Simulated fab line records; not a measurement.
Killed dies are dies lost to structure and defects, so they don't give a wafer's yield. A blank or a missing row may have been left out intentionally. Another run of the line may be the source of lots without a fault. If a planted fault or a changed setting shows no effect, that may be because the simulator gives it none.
Split-lot experiment ; flow n5 finfet ; 7 lots, 39 wafers read, on a route of 1938 steps

## THE SPLIT
At N5_PASSIVATION_ETCH_54 (etches SiO2 in CHF3/O2, target depth 880 nm, time 440 s), the setting time s was moved away from the recipe's 440 s on 12 of the 39 wafers read, by -47.6% to +26.2%. This setting was run at the recipe's value on the other wafers.

The reading comes from the split's own step.

## THE READING
PASSIVATION.feature depth nm (the simulator's own value, which no gauge read), in nm, at N5_PASSIVATION_ETCH_54 (etches SiO2 in CHF3/O2, target depth 880 nm, time 440 s). The file does not state a usual value for it. The 27 wafers here that ran the recipe average 885.7 nm, standard deviation 12 nm.

wafer;tool, chamber at the split;time s as run, s;against the recipe;PASSIVATION.feature depth nm, nm;against lot-mates on the recipe
L078.1;rie diel-01, 0;440;recipe;905;-
L078.2;rie diel-01, 2;440;recipe;894.4;-
L078.3;rie diel-01, 1;440;recipe;885.8;-
L078.4;rie diel-01, 3;440;recipe;897.8;-
L078.5;rie diel-01, 0;440;recipe;898.6;-
L078.6;rie diel-01, 1;440;recipe;884.4;-
L076.1;rie diel-04, 0;440;recipe;893;-
L076.2;rie diel-04, 1;440;recipe;889.8;-
L076.3;rie diel-04, 2;440;recipe;872.8;-
L076.4;rie diel-04, 3;440;recipe;876;-
L076.5;rie diel-04, 3;440;recipe;874.4;-
L076.6;rie diel-04, 2;440;recipe;876.2;-
L085.1;rie diel-02, 3;440;recipe;869.6;-
L085.2;rie diel-02, 0;555.5;+26.2%;1082;+219.1
L085.3;rie diel-02, 1;555.5;+26.2%;1104;+241.1
L085.6;rie diel-02, 1;555.5;+26.2%;1104;+241.1
L085.4;rie diel-02, 2;440;recipe;864;-
L085.5;rie diel-02, 0;440;recipe;855.2;-
L087.3;rie diel-04, 1;440;recipe;899.8;-
L087.4;rie diel-04, 1;440;recipe;904.6;-
L087.5;rie diel-04, 3;440;recipe;883.2;-
L091.1;rie diel-01, 3;507.3;+15.3%;1022;+132.1
L091.2;rie diel-01, 2;507.3;+15.3%;1035;+145.1
L091.3;rie diel-01, 0;440;recipe;891.2;-
L091.4;rie diel-01, 1;507.3;+15.3%;1007;+117.1
L091.5;rie diel-01, 2;440;recipe;892.8;-
L091.6;rie diel-01, 3;440;recipe;885.6;-
L097.1;rie diel-04, 0;526.5;+19.7%;1064;+185.7
L097.2;rie diel-04, 3;440;recipe;877.4;-
L097.3;rie diel-04, 2;526.5;+19.7%;1049;+170.7
L097.4;rie diel-04, 2;440;recipe;874.8;-
L097.5;rie diel-04, 3;440;recipe;882.6;-
L097.6;rie diel-04, 0;526.5;+19.7%;1074;+195.7
L096.1;rie diel-04, 2;440;recipe;892.8;-
L096.2;rie diel-04, 3;230.5;-47.6%;463;-431.7
L096.3;rie diel-04, 0;440;recipe;903.4;-
L096.4;rie diel-04, 0;230.5;-47.6%;473.6;-421.1
L096.5;rie diel-04, 2;230.5;-47.6%;463.2;-431.5
L096.6;rie diel-04, 3;440;recipe;887.8;-

THE FIT
A straight line over all 39 wafers: PASSIVATION.feature depth nm changes by +8.68 nm for each +1% of time s; r = +1.00; the points scatter about the line by 13 nm.
The same after taking each lot's own level away (the mean of its wafers on the recipe; 39 wafers): +8.99 nm for each +1%; r = +1.00; scatter 8.4 nm.
Per that fit: largest time s move, reading shift of 4.3e+02 nm.
The lots' own levels span 862.93 to 895.87 nm, that is 2.6 times the standard deviation above.
Hence the lot-to-lot level has little effect on the slope; both slopes agree.
Check: for one of the wafers moved furthest among these (-47.6%), held out of the fit, the line's prediction against its lot-mates is -427 nm. It came out at -432 nm against them.

## ADDITIONAL SPLITS CARRIED BY THESE WAFERS
Note: prior to the reading, these wafers also went through further splits. Each is held against what the fit with the lots' levels taken away leaves over:
other split on the same wafers;wafers away from the commonest value;r with PASSIVATION.feature depth nm (lot level and that fit taken away)
N5_BEOL_M1_VIA_ETCH_34 target depth a;15;-0.01
N5_BEOL_M3_ILD_DEP_00 target thk a;6;-0.03
N5_BEOL_M8_DESCUM_33 time s;18;-0.05
N5_BEOL_M11_ETCH_66 time s;15;-0.22
N5_BEOL_M12_ETCH_38 target depth a;9;-0.05
N5_MIM_BOT_SPUTTER_00 target thk a;18;+0.06

## THE WHOLE CHAIN: every reading that the file lists as answering this split, in the file's order
step;what it does;reading;change (the file's fit);r (the file's)
N5_PASSIVATION_ETCH_54;etches SiO2 in CHF3/O2, target depth 880 nm, time 440 s;etch.depth nm (the simulator's own value, which no gauge read);+8.99 nm for each +1% of the setting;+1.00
N5_PASSIVATION_ETCH_54;etches SiO2 in CHF3/O2, target depth 880 nm, time 440 s;PASSIVATION.feature depth nm (the simulator's own value, which no gauge read);+8.99 nm for each +1% of the setting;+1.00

## FILE'S OWN FIT
PASSIVATION.feature depth nm changes by +8.99 nm for each +1% of time s, r = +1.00.
